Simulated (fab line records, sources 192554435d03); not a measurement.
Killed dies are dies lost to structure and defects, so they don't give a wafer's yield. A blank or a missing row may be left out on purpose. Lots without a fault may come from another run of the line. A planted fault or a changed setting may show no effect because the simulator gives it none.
Chamber matching | flow n5_finfet | N5_BEOL_M12_ETCH_59 on rie_diel-06: 4 sister chambers
The step etches BARC in N2/H2, target depth 89 nm, overetch 26.7 nm, time 67.9 s. 20 wafers are shown with their chamber, then 10 later ones without.

WAFERS WITH THEIR CHAMBER
wafer  | chamber | drypump_motor_current_A (A) | oes_product_au (a.u.) | throttle_valve_pct (%)
L075.2 | 0       | 6.2                         | 0.73                  | 18.13
L075.4 | 2       | 5.7                         | 0.72                  | 17.89
L075.6 | 3       | 5.4                         | 0.57                  | 18.24
L078.1 | 2       | 5.7                         | 0.72                  | 17.89
L078.2 | 3       | 5.4                         | 0.57                  | 18.27
L078.5 | 2       | 5.7                         | 0.72                  | 17.90
L080.4 | 2       | 5.7                         | 0.71                  | 17.93
L080.5 | 1       | 6.5                         | 0.72                  | 17.99
L080.6 | 2       | 5.7                         | 0.71                  | 17.90
L081.2 | 3       | 5.4                         | 0.57                  | 18.28
L081.3 | 1       | 6.5                         | 0.74                  | 17.97
L081.4 | 2       | 5.7                         | 0.71                  | 17.92
L082.3 | 3       | 5.4                         | 0.57                  | 18.28
L082.4 | 0       | 6.2                         | 0.71                  | 18.15
L082.6 | 2       | 5.7                         | 0.71                  | 17.92
L088.1 | 1       | 6.5                         | 0.72                  | 18.02
L088.5 | 1       | 6.6                         | 0.71                  | 18.02
L088.6 | 2       | 5.7                         | 0.70                  | 17.94
L086.2 | 2       | 5.7                         | 0.70                  | 17.93
L086.3 | 1       | 6.5                         | 0.72                  | 18.01

SIGNATURES (means of the wafers above)
reading                 | chamber 0 | chamber 1 | chamber 2 | chamber 3 | scatter within a chamber
drypump_motor_current_A | 6.200     | 6.520     | 5.700     | 5.400     | 0.0224
oes_product_au          | 0.7200    | 0.7220    | 0.7111    | 0.5700    | 0.00855
throttle_valve_pct      | 18.1400   | 18.0020   | 17.9133   | 18.2675   | 0.0193
Rule: a wafer's distance from a chamber is the root of the sum, over the readings, of the square of ((its reading less the chamber's mean) divided by the reading's scatter). The wafer belongs to the nearest chamber; if the next one is less than 2 further off, it can't be placed. The scatter: the root of (the sum of the squares of (reading less its chamber's mean) over the shown wafers, divided by (wafers less chambers)).

WAFERS WITHOUT THEIR CHAMBER
wafer  | drypump_motor_current_A (A) | oes_product_au (a.u.) | throttle_valve_pct (%)
L086.6 | 6.5                         | 0.72                  | 18.00
L089.1 | 5.7                         | 0.69                  | 17.93
L089.2 | 5.4                         | 0.83                  | 17.80
L089.6 | 5.7                         | 0.69                  | 17.96
L093.2 | 5.7                         | 0.69                  | 17.96
L093.5 | 6.6                         | 0.70                  | 18.02
L093.6 | 6.2                         | 0.69                  | 18.18
L095.3 | 5.4                         | 0.80                  | 17.86
L095.5 | 5.7                         | 0.68                  | 17.97
L095.6 | 5.4                         | 0.79                  | 17.84

WHICH CHAMBER EACH WENT THROUGH
wafer  | from the rows above | in truth
L086.6 | 1                   | 1
L089.1 | 2                   | 2
L089.2 | 2                   | 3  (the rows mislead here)
L089.6 | 2                   | 2
L093.2 | 2                   | 2
L093.5 | 1                   | 1
L093.6 | 0                   | 0
L095.3 | 2                   | 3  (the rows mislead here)
L095.5 | 2                   | 2
L095.6 | 2                   | 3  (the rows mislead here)
Placed correctly: 7 of 10. Can't be placed from these rows: 0. Placed wrongly: 3.
